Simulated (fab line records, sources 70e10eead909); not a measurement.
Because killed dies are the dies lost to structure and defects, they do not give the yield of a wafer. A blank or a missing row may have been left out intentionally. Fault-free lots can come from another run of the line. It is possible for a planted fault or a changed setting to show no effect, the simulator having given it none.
Problem report, 8D (eight disciplines) form, completed by code || flow nand harc || the parts of the form that need people (team, actions taken, sign-off) are left out

== 1. WHAT IS WRONG ==
oes product au at NHARC_A_SGD_CUT_ETCH_16 reads a mean of 1.038 a.u. on 2 wafers of 2 lots; wafers without a fault read 0.975 a.u. with a standard deviation of 0.015. That is +4.2 standard deviations from the usual mean.
The step: etches the open film in C4F8/O2/Ar, target depth 310.5 nm, time 155.2 s.
First observed at day 20 21:47: wafer L371.3, on rie diel-13. Wafers with a number at this step in the record: 14, from 6 lots. The rule behind "out" and "out of limits": a value lying over 4 standard deviations away from the usual mean. The other wafers with a number count as sound.

== 2. WHAT IT IS, WHAT IT ISN'T ==
{"question": "which readings at this step", "is": "oes product au", "is not": "rf vpp V"}
{"question": "which lots", "is": "L371, L374", "is not": "L382, L383, L385, L386"}
{"question": "which wafers of those lots", "is": "all that have a number", "is not": "-"}
{"question": "read on which tools", "is": "rie diel-13", "is not": "rie diel-05, rie diel-10"}
{"question": "when", "is": "from day 20 21:47", "is not": "up to then (0 sound wafers); but 12 sound wafers of L382, L383, L385, L386 came after"}

== 3. SUSPECTS, AND WHAT RULES EACH OUT ==
Counting: a tool stays on the suspect list if, at a process step up to the reading, it processed all lots that are out and no sound lot following the first of them.
- rie diel-13 at NHARC_A_SGD_CUT_DESCUM_14 (chemistry O2, time 3 s): ruled out as a lasting fault. Sound lots L385 ran on it after its first lot that is out, L371 (day 20 20:53).
- rie diel-13 at NHARC_A_SGD_CUT_ETCH_58 (etches the open film in CF4, target depth 39 nm, time 65 s): ruled out as a lasting fault. Sound lots L385 ran on it after its first lot that is out, L371 (day 20 21:01).
- rie diel-13 at NHARC_A_SGD_CUT_ETCH_59 (etches the open film in N2/H2, target depth 260 nm, time 406.25 s): ruled out as a lasting fault. Sound lots L385 ran on it after its first lot that is out, L371 (day 20 21:47). NHARC_A_SGD_CUT_ETCH_59 gives no start for some lots, so the hours and the order of its lots are those of NHARC_A_SGD_CUT_ETCH_16.
- rie diel-13 at NHARC_A_SGD_CUT_ETCH_15 (etches the open film in CH3F/O2, target depth 75 nm, time 64.3 s): ruled out as a lasting fault. Sound lots L385 ran on it after its first lot that is out, L371 (day 20 21:47). NHARC_A_SGD_CUT_ETCH_15 gives no start for some lots, so the hours and the order of its lots are those of NHARC_A_SGD_CUT_ETCH_16.
- rie diel-13 at NHARC_A_SGD_CUT_ETCH_16 (etches the open film in C4F8/O2/Ar, target depth 310.5 nm, time 155.2 s): ruled out as a lasting fault. Sound lots L385 ran on it after its first lot that is out, L371 (day 20 21:47).
Left after counting: nothing in the record.

== 4. THE CAUSE (what the simulator had put in) ==
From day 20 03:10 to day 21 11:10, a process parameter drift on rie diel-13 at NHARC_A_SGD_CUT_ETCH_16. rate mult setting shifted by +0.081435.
Counting ruled it out, wrongly.

== 5. THE EFFECT CHAIN, in route order ==
Each row: a reading whose mean over the struck wafers that have a number lies more than 3 standard deviations from the usual. Scope: only readings with a usual standard deviation given in the record; hours: median across lots of the time from each lot's start at the first step in this table that gives one to its start at this step; sigmas: change in usual standard deviations.
{"hours": 0, "step": "NHARC_A_SGD_CUT_ETCH_16", "reading": "oes product au", "usual": "0.975 a.u.", "on struck wafers": 1.038, "change": "+0.064", "sigmas": "+4.2"}
The process steps in it:
- NHARC_A_SGD_CUT_ETCH_16: etches the open film in C4F8/O2/Ar, target depth 310.5 nm, time 155.2 s.

== 6. HOW IT WOULD HAVE BEEN CAUGHT EARLIER ==
The fault began at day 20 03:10; the first out-of-limits reading in this record came at day 20 21:47, 19 hours later.
